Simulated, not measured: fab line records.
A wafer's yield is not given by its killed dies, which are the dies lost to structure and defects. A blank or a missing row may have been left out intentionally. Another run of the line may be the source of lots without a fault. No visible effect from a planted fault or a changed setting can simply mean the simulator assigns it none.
fab line records	flow n5_finfet
record: lots: 7	wafers: 21
route steps=1938 shown BEOL_M8@1349 BEOL_M9@1404 BEOL_M10@1477 BEOL_M11@1539
start_h: hours from the record's opening day to when the first of the lot's shown wafers began	wait_h: hours since the lot's step before	" unchanged from the row above	L1.1+2: a single row standing in for several wafers	- either no value or no given start	* or withheld: withheld	< > ~ a bound
route shown NAME@n: NAME is a module with steps in the file, n the number in the route of the first one	usual: mean and standard deviation over wafers with no fault	same: alike in all rows	chamber/n: place in a boat	sites: per-site readings	_std_site: their standard deviation	_edge_site: mean of outer sites minus mean of inner sites	radius_mm: how far each site lies from the wafer's centre	mask NAME#n: copy n	behind: the most recent tool/chamber to have shaped the wafer	hold: why the lot went on hold/how many hours it stayed there/how the hold came to an end	device: transistor that didn't switch, given as n, p or np	end of line: tests of these same wafers at the route's end	step lacking rows: just its recipe	killed: not the wafer's yield, but the dies lost to structure and defects at the first sort	map: per-die view of a wafer (x killed, . not killed, _ where there is no die)
set.NAME: the setting as run; set.NAME@STEP: as run at that earlier step	model.NAME: the simulator's own value behind a step, which no gauge read
lots whose settings were changed on purpose; a table a step, a row a wafer
== steps ==
step: N5_BEOL_M8_ETCH_61
recipe: chemistry: CF4	target: SiARC	target_depth_a: 455	mask_material: CAR-ArF	time_s: 75.8	ion_energy_ev: 80	pressure_mtorr: 40	source_w: 545	bias_w: 36	Ar_flow_sccm: 100	cf4_flow_sccm: 100	ends: cleared
usual: rf_vpp_V: 184.1/1.2
lot.wafer	tool	chamber	start_h	wait_h	set.bias_w	set.dose_mj@BEOL_M8_EXPOSE_08	rf_vpp_V	model.BEOL_M8.cd_offset_nm
L075.3	rie_diel-01	0	198.51	0.0	31.38	68.25	168.9	0
L075.4	"	2	"	"	36	68.25	185.7	0.4
L075.6	"	0	"	"	31.38	68.25	169.6	0.4
L076.2	rie_diel-02	0	203.49	0.0	38.47	63.97	192.7	-3.2
L076.3	"	3	"	"	38.47	68.25	191.9	-0.4
L076.5	"	3	"	"	38.47	68.25	191.9	0
L078.3	rie_diel-03	2	216.83	0.0	36	71.11	183.4	2
L078.4	"	0	"	"	36	71.11	183.6	1.8
L078.6	"	1	"	"	36	68.25	185.3	0.2
L081.1	rie_diel-02	2	225.55	0.0	36	68.25	184.6	0.2
L081.2	"	3	"	"	38.28	65.26	190.2	-2.4
L081.5	"	1	"	"	36	65.26	182.6	-2.4
L086.1	rie_diel-03	0	259.80	0.0	36	68.25	181.4	0.4
L086.2	"	3	"	"	36	68.25	183.0	0.4
L086.4	"	1	"	"	36	68.25	184.5	0.2
L087.1	rie_diel-01	1	273.27	0.0	36	63.25	183.8	-3.2
L087.3	"	2	"	"	36	68.25	182.7	0
L087.4	"	0	"	"	36	68.25	185.2	0.2
L096.3	rie_diel-03	0	347.71	0.0	36	68.25	184.1	0.4
L096.4	"	3	"	"	36	68.25	182.7	0
L096.5	"	0	"	"	36	68.25	184.6	0.2
step: N5_BEOL_M8_ETCH_62
recipe: chemistry: N2/H2	target: SOC	target_depth_a: 1100	overetch_a: 220	mask_material: SiARC	temp_c: 40	time_s: 165	ion_energy_ev: 200	pressure_mtorr: 30	source_w: 840	bias_w: 150	n2_flow_sccm: 200	h2_flow_sccm: 200
lot.wafer	tool	chamber	start_h	wait_h	set.dose_mj@BEOL_M8_EXPOSE_08	model.BEOL_M8.cd_offset_nm
L075.3+6	rie_diel-01	0	198.56	0.0	68.25	0.4
L075.4	"	2	"	"	68.25	0.2
L076.2	rie_diel-02	0	203.54	0.0	63.97	-3
L076.3	"	3	"	"	68.25	-0.4
L076.5	"	3	"	"	68.25	0.2
L078.3	rie_diel-03	2	216.89	0.0	71.11	2.2
L078.4	"	0	"	"	71.11	2
L078.6	"	1	"	"	68.25	0.4
L081.1	rie_diel-02	2	225.60	0.0	68.25	0.6
L081.2+5	"	3,1	"	"	65.26	-2.6
L086.1+2+4	rie_diel-03	0,3,1	259.86	0.0	68.25	0.2
L087.1	rie_diel-01	1	273.32	0.0	63.25	-3.2
L087.3	"	2	"	"	68.25	-0.2
L087.4	"	0	"	"	68.25	0.2
L096.3+5	rie_diel-03	0	347.77	0.0	68.25	0.2
L096.4	"	3	"	"	68.25	0
step: N5_BEOL_M8_STRIP_68
recipe: chemistry: N2/H2	temp_c: 40	n2_flow_sccm: 200	h2_flow_sccm: 200	rf_frequency_hz: 6e+07
step: N5_BEOL_M8_STRIP_67
recipe: chemistry: CF4	resist: SiARC	power_w: 300	bias_power_w: 75	pressure_mtorr: 50	cf4_flow_sccm: 150	rf_frequency_hz: 6e+07
step: N5_BEOL_M8_HM_OPEN_17
recipe: chemistry: Cl2/BCl3	target_depth_a: 200	overetch_a: 60	target: TiN	mask_material: SOC	ion_energy_ev: 150	pressure_mtorr: 10	icp_w: 1000	bias_w: 126	Cl2_flow_sccm: 53.25	bcl3_flow_sccm: 21.75	Ar_flow_sccm: 25
step: N5_BEOL_M8_STRIP_19
recipe: chemistry: O2	power_w: 400	temp_c: 40	pressure_mtorr: 30	rf_frequency_hz: 6e+07	bias_power_w: 0	overash_fraction: 0.2	o2_flow_sccm: 225
step: N5_BEOL_M8_CD_MEAS_18
recipe: pitch_nm: 80	target_cd_nm: 40
usual: cd_nm: 40.0/0.39
lot.wafer	tool	chamber	start_h	wait_h	set.dose_mj@BEOL_M8_EXPOSE_08	cd_nm
L075.3	cd_sem-02	-	198.94	0.1	68.25	40.3
L075.4	"	-	"	"	68.25	39.8
L075.6	"	-	"	"	68.25	40.5
L076.2	cd_sem-02	-	203.92	0.1	63.97	37.3
L076.3	"	-	"	"	68.25	39.5
L076.5	"	-	"	"	68.25	40.3
L078.3	cd_sem-02	-	217.27	0.1	71.11	42.3
L078.4	"	-	"	"	71.11	41.6
L078.6	"	-	"	"	68.25	40.1
L081.1	cd_sem-01	-	226.11	0.0	68.25	40.5
L081.2	"	-	"	"	65.26	37.3
L081.5	"	-	"	"	65.26	37.2
L086.1	cd_sem-03	-	260.23	0.0	68.25	40.0
L086.2	"	-	"	"	68.25	39.9
L086.4	"	-	"	"	68.25	40.2
L087.1	cd_sem-03	-	273.69	0.0	63.25	37.1
L087.3	"	-	"	"	68.25	40.1
L087.4	"	-	"	"	68.25	40.2
L096.3	cd_sem-03	-	348.15	0.1	68.25	40.4
L096.4	"	-	"	"	68.25	40.0
L096.5	"	-	"	"	68.25	40.2
step: N5_BEOL_M8_COAT_63
recipe: resist: SOC	temp_c: 250	time_s: 60	spin_rpm: 1500	resist_thk_nm: 60
step: N5_BEOL_M8_COAT_64
recipe: resist: SiARC	temp_c: 220	time_s: 60	spin_rpm: 1500	resist_thk_nm: 12
step: N5_BEOL_M8_PRECLEAN_42
recipe: chemistry: residue_remover	time_s: 60	temp_c: 40
step: N5_BEOL_M8_SRD_43
recipe: time_s: 30	temp_c: 23	rinse_liquid: diw	dry: ipa_marangoni
step: N5_BEOL_M8_CD_MEAS_35
recipe: target_cd_nm: 40	polarity: opening
usual: cd_nm: 40.0/0.41
lot.wafer	tool	chamber	start_h	wait_h	set.dose_mj@BEOL_M8_EXPOSE_08	cd_nm
L075.3	cd_sem-01	-	203.32	0.0	68.25	40.3
L075.4	"	-	"	"	68.25	40.1
L075.6	"	-	"	"	68.25	40.0
L076.2	cd_sem-02	-	207.31	0.0	63.97	36.9
L076.3	"	-	"	"	68.25	39.9
L076.5	"	-	"	"	68.25	40.1
L078.3	cd_sem-03	-	218.67	0.0	71.11	42.2
L078.4	"	-	"	"	71.11	41.9
L078.6	"	-	"	"	68.25	39.9
L081.1	cd_sem-03	-	227.84	0.0	68.25	40.9
L081.2	"	-	"	"	65.26	37.4
L081.5	"	-	"	"	65.26	37.9
L086.1	cd_sem-03	-	264.95	0.0	68.25	40.3
L086.2	"	-	"	"	68.25	40.1
L086.4	"	-	"	"	68.25	40.1
L087.1	cd_sem-03	-	275.12	0.0	63.25	36.8
L087.3	"	-	"	"	68.25	39.7
L087.4	"	-	"	"	68.25	40.4
L096.3	cd_sem-02	-	349.37	0.0	68.25	40.1
L096.4	"	-	"	"	68.25	39.8
L096.5	"	-	"	"	68.25	39.9
step: N5_BEOL_M9_PECVD_70
recipe: material: SiO2	target_thk_a: 200	temp_c: 400	precursor: TEOS/O2	pressure_torr: 5.5	rf_w: 450	teos_flow_sccm: 53.8	gas: O2	flow_sccm: 3000	time_s: 22.7
lot.wafer	tool	chamber	start_h	wait_h	set.time_s	model.SiO2_of_BEOL_M9_PECVD_70.thk_nm
L075.3	pecvd-03	2	206.66	0.0	22.7	19.6
L075.4	"	2	"	"	22.7	20.4
L075.6	"	0	"	"	24.69	22
L076.2	pecvd-02	1	211.12	0.0	20.87	18.8
L076.3+5	"	0	"	"	22.7	20
L078.3	pecvd-03	0	221.89	0.0	22.7	19.8
L078.4	"	2	"	"	19.59	17.6
L078.6	"	0	"	"	19.59	17.4
L081.1	pecvd-02	2	230.77	0.0	22.7	20.6
L081.2	"	1	"	"	22.7	20.2
L081.5	"	1	"	"	22.7	21
L086.1+4	pecvd-01	0,1	269.78	0.0	22.7	20
L086.2	"	2	"	"	22.7	20.2
L087.1	pecvd-01	0	278.23	0.0	19.97	17.6
L087.3	"	2	"	"	19.97	17.4
L087.4	"	2	"	"	22.7	20
L096.3	pecvd-01	1	355.74	0.0	22.7	19.6
L096.4	"	0	"	"	22.7	20.2
L096.5	"	2	"	"	22.7	20.4
step: N5_BEOL_M9_COAT_60
recipe: resist: SiARC	temp_c: 220	time_s: 60	spin_rpm: 1500	resist_thk_nm: 30
lot.wafer	tool	chamber	start_h	wait_h	set.spin_rpm	model.SiARC_of_BEOL_M9_COAT_60.thk_nm
L075.3	litho_track-01	0	-	-	1396	31
L075.4+6	"	0	"	"	1500	29.8
L076.2+3+5	litho_track-05	0	-	-	1500	29.8
L078.3	litho_track-01	0	-	-	1644	28.6
L078.4+6	"	0	"	"	1500	30
L081.1+5	litho_track-01	0	-	-	1500	30
L081.2	"	0	"	"	1656	28.6
L086.1+2	litho_track-01	0	-	-	1500	30
L086.4	"	0	"	"	1500	29.8
L087.1	litho_track-01	0	-	-	1500	30
L087.3+4	"	0	"	"	1500	29.8
L096.3+5	litho_track-05	0	-	-	1500	30
L096.4	"	0	"	"	1544	29.6
step: N5_BEOL_M9_COAT_05
recipe: resist: CAR-ArF	spin_rpm: 1500	resist_thk_nm: 90
step: N5_BEOL_M9_EBR_07
recipe: solvent: PGMEA	ebr_width_mm: 1.5
step: N5_BEOL_M9_DESCUM_16
recipe: chemistry: O2	time_s: 7.9	source_power_w: 50	bias_power_w: 20	pressure_mtorr: 20	rf_frequency_hz: 2.712e+07	temp_c: 40	resist: CAR-ArF	o2_flow_sccm: 225
step: N5_BEOL_M9_ETCH_61
recipe: chemistry: CF4	target: SiARC	target_depth_a: 390	mask_material: CAR-ArF	time_s: 65	ion_energy_ev: 80	pressure_mtorr: 40	source_w: 545	bias_w: 36	Ar_flow_sccm: 100	cf4_flow_sccm: 100	ends: cleared
lot.wafer	tool	chamber	start_h	wait_h	set.spin_rpm@BEOL_M9_COAT_60	model.CAR-ArF_of_BEOL_M9_COAT_05.thk_nm	model.etch.depth_nm
L075.3	rie_diel-05	1	208.09	0.0	1396	54.6	30.97
L075.4	"	3	"	"	1500	55.6	29.83
L075.6	"	0	"	"	1500	55.8	29.8
L076.2	rie_diel-04	1	213.38	0.0	1500	55.4	29.82
L076.3	"	3	"	"	1500	55.4	29.83
L076.5	"	0	"	"	1500	55	29.88
L078.3	rie_diel-04	1	222.89	0.0	1644	56.6	28.56
L078.4	"	0	"	"	1500	55.6	29.91
L078.6	"	1	"	"	1500	55.2	29.95
L081.1	rie_diel-06	3	232.73	0.0	1500	55.2	30.02
L081.2	"	0	"	"	1656	56.8	28.6
L081.5	"	3	"	"	1500	55.4	30.05
L086.1	rie_diel-04	2	270.85	0.0	1500	55.6	29.92
L086.2	"	1	"	"	1500	55.4	29.93
L086.4	"	0	"	"	1500	55.6	29.84
L087.1	rie_diel-06	0	279.19	0.0	1500	55.6	29.95
L087.3	"	2	"	"	1500	55.6	29.86
L087.4	"	1	"	"	1500	55.6	29.84
L096.3+5	rie_diel-04	3,0	360.02	0.0	1500	55.6	30.04
L096.4	"	3	"	"	1544	56	29.65
step: N5_BEOL_M9_ETCH_62
recipe: chemistry: N2/H2	target: SOC	target_depth_a: 1100	overetch_a: 220	mask_material: SiARC	temp_c: 40	time_s: 165	ion_energy_ev: 200	pressure_mtorr: 30	source_w: 840	bias_w: 150	n2_flow_sccm: 200	h2_flow_sccm: 200
lot.wafer	tool	chamber	start_h	wait_h	set.spin_rpm@BEOL_M9_COAT_60	model.SiARC_of_BEOL_M9_COAT_60.thk_nm
L075.3	rie_diel-05	1	208.14	0.0	1396	24.4
L075.4	"	3	"	"	1500	23.4
L075.6	"	0	"	"	1500	23.6
L076.2+5	rie_diel-04	1,0	213.43	0.0	1500	23.2
L076.3	"	3	"	"	1500	23.6
L078.3	rie_diel-04	1	222.94	0.0	1644	22
L078.4+6	"	0,1	"	"	1500	23.4
L081.1	rie_diel-06	3	232.78	0.0	1500	23.4
L081.2	"	0	"	"	1656	22
L081.5	"	3	"	"	1500	23.6
L086.1	rie_diel-04	2	270.90	0.0	1500	23.4
L086.2+4	"	1,0	"	"	1500	23.2
L087.1	rie_diel-06	0	279.24	0.0	1500	23.2
L087.3	"	2	"	"	1500	23.4
L087.4	"	1	"	"	1500	23.6
L096.3	rie_diel-04	3	360.07	0.0	1500	23.8
L096.4	"	3	"	"	1544	23.2
L096.5	"	0	"	"	1500	23.4
step: N5_BEOL_M10_COAT_05
recipe: resist: CAR-ArF	spin_rpm: 1500	resist_thk_nm: 90
lot.wafer	tool	chamber	start_h	wait_h	set.spin_rpm	model.CAR-ArF_of_BEOL_M10_COAT_05.thk_nm
L075.3+6	litho_track-03	0	-	-	1357	94.4
L075.4	"	0	"	"	1500	89.8
L076.2+3+5	litho_track-03	0	-	-	1500	90
L078.3	litho_track-01	0	-	-	1338	95.2
L078.4	"	0	"	"	1338	95
L078.6	"	0	"	"	1500	90
L081.1	litho_track-03	0	-	-	1500	89.8
L081.2	"	0	"	"	1500	90
L081.5	"	0	"	"	1619	86.4
L086.1+4	litho_track-03	0	-	-	1500	90.2
L086.2	"	0	"	"	1500	89.6
L087.1+4	litho_track-03	0	-	-	1399	92.6
L087.3	"	0	"	"	1500	89.4
L096.3	litho_track-01	0	-	-	1598	87.2
L096.4	"	0	"	"	1598	87.4
L096.5	"	0	"	"	1500	90.2
step: N5_BEOL_M10_EBR_07
recipe: solvent: PGMEA	ebr_width_mm: 1.5
step: N5_BEOL_M10_SOFTBAKE_06
recipe: temp_c: 110	time_s: 60	resist: CAR-ArF
step: N5_BEOL_M10_DESCUM_16
recipe: chemistry: O2	time_s: 7.9	source_power_w: 50	bias_power_w: 20	pressure_mtorr: 20	rf_frequency_hz: 2.712e+07	temp_c: 40	resist: CAR-ArF	o2_flow_sccm: 225
step: N5_BEOL_M10_ETCH_61
recipe: chemistry: CF4	target: SiARC	target_depth_a: 390	mask_material: CAR-ArF	time_s: 65	ion_energy_ev: 80	pressure_mtorr: 40	source_w: 545	bias_w: 36	Ar_flow_sccm: 100	cf4_flow_sccm: 100	ends: cleared
lot.wafer	tool	chamber	start_h	wait_h	set.spin_rpm@BEOL_M10_COAT_05	model.CAR-ArF_of_BEOL_M10_COAT_05.thk_nm
L075.3+6	rie_diel-03	0	215.91	0.0	1357	60
L075.4	"	1	"	"	1500	55
L076.2	rie_diel-01	3	219.49	0.0	1500	55.6
L076.3+5	"	0,3	"	"	1500	55.4
L078.3	rie_diel-02	0	228.95	0.0	1338	60.8
L078.4	"	3	"	"	1338	60.6
L078.6	"	2	"	"	1500	55.4
L081.1	rie_diel-01	0	243.85	0.0	1500	55.2
L081.2	"	2	"	"	1500	55.4
L081.5	"	1	"	"	1619	51.8
L086.1+4	rie_diel-02	1,2	279.08	0.0	1500	55.6
L086.2	"	3	"	"	1500	55.2
L087.1	rie_diel-03	0	285.17	0.0	1399	58
L087.3	"	3	"	"	1500	55
L087.4	"	1	"	"	1399	58.2
L096.3+4	rie_diel-02	1,2	367.38	0.0	1598	53
L096.5	"	1	"	"	1500	55.8
step: N5_BEOL_M11_PECVD_70
recipe: material: SiO2	target_thk_a: 200	temp_c: 400	precursor: TEOS/O2	pressure_torr: 5.5	rf_w: 450	teos_flow_sccm: 53.8	gas: O2	flow_sccm: 3000	time_s: 22.7
lot.wafer	tool	chamber	start_h	wait_h	set.temp_c	model.SiO2_of_BEOL_M11_PECVD_70.thk_nm
L075.3	pecvd-04	1	221.11	0.0	400	20.4
L075.4	"	2	"	"	400	20.6
L075.6	"	0	"	"	400	20.2
L076.2	pecvd-02	0	224.41	0.0	388.4	21.4
L076.3	"	2	"	"	400	20.2
L076.5	"	0	"	"	388.4	21.8
L078.3	pecvd-04	1	235.77	0.1	391.5	21.2
L078.4	"	0	"	"	391.5	21
L078.6	"	1	"	"	391.5	21.4
L081.1	pecvd-01	1	248.94	0.0	400	19.8
L081.2	"	0	"	"	393.5	20.6
L081.5	"	1	"	"	393.5	21.2
L086.1	pecvd-01	1	285.19	0.0	400	20.2
L086.2	"	2	"	"	400	20
L086.4	"	0	"	"	400	20.4
L087.1	pecvd-04	0	290.61	0.0	400	19.8
L087.3	"	2	"	"	400	20
L087.4	"	0	"	"	409	18.6
L096.3	pecvd-04	2	373.92	0.0	400	20.4
L096.4	"	1	"	"	383.7	22.4
L096.5	"	0	"	"	383.7	22.2
== key ==
split: step: N5_BEOL_M8_ETCH_61	setting: bias_w	stated: 36	by: wafer
response: step: N5_BEOL_M8_ETCH_61	reading: rf_vpp_V	change: +1.23	per: 1%	r: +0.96
split: step: N5_BEOL_M9_PECVD_70	setting: time_s	stated: 22.7	by: wafer
response: step: N5_BEOL_M9_PECVD_70	reading: model.SiO2_of_BEOL_M9_PECVD_70.thk_nm	change: +0.187	per: 1%	r: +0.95
split: step: N5_BEOL_M9_COAT_60	setting: spin_rpm	stated: 1500	by: wafer
response: step: N5_BEOL_M9_COAT_60	reading: model.SiARC_of_BEOL_M9_COAT_60.thk_nm	change: -0.146	per: 1%	r: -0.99
response: step: N5_BEOL_M9_ETCH_61	reading: model.CAR-ArF_of_BEOL_M9_COAT_05.thk_nm	change: +0.14	per: 1%	r: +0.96
response: step: N5_BEOL_M9_ETCH_61	reading: model.etch.depth_nm	change: -0.145	per: 1%	r: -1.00
response: step: N5_BEOL_M9_ETCH_62	reading: model.SiARC_of_BEOL_M9_COAT_60.thk_nm	change: -0.142	per: 1%	r: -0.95
split: step: N5_BEOL_M10_COAT_05	setting: spin_rpm	stated: 1500	by: wafer
response: step: N5_BEOL_M10_COAT_05	reading: model.CAR-ArF_of_BEOL_M10_COAT_05.thk_nm	change: -0.466	per: 1%	r: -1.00
response: step: N5_BEOL_M10_ETCH_61	reading: model.CAR-ArF_of_BEOL_M10_COAT_05.thk_nm	change: -0.479	per: 1%	r: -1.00
split: step: N5_BEOL_M11_PECVD_70	setting: temp_c	stated: 400	by: wafer
response: step: N5_BEOL_M11_PECVD_70	reading: model.SiO2_of_BEOL_M11_PECVD_70.thk_nm	change: -0.505	per: 1%	r: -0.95
split outside_this_file step=N5_BEOL_M8_EXPOSE_08 setting=dose_mj
split outside_this_file: this setting was split too, and the file shows its column; the key of that split is in another file
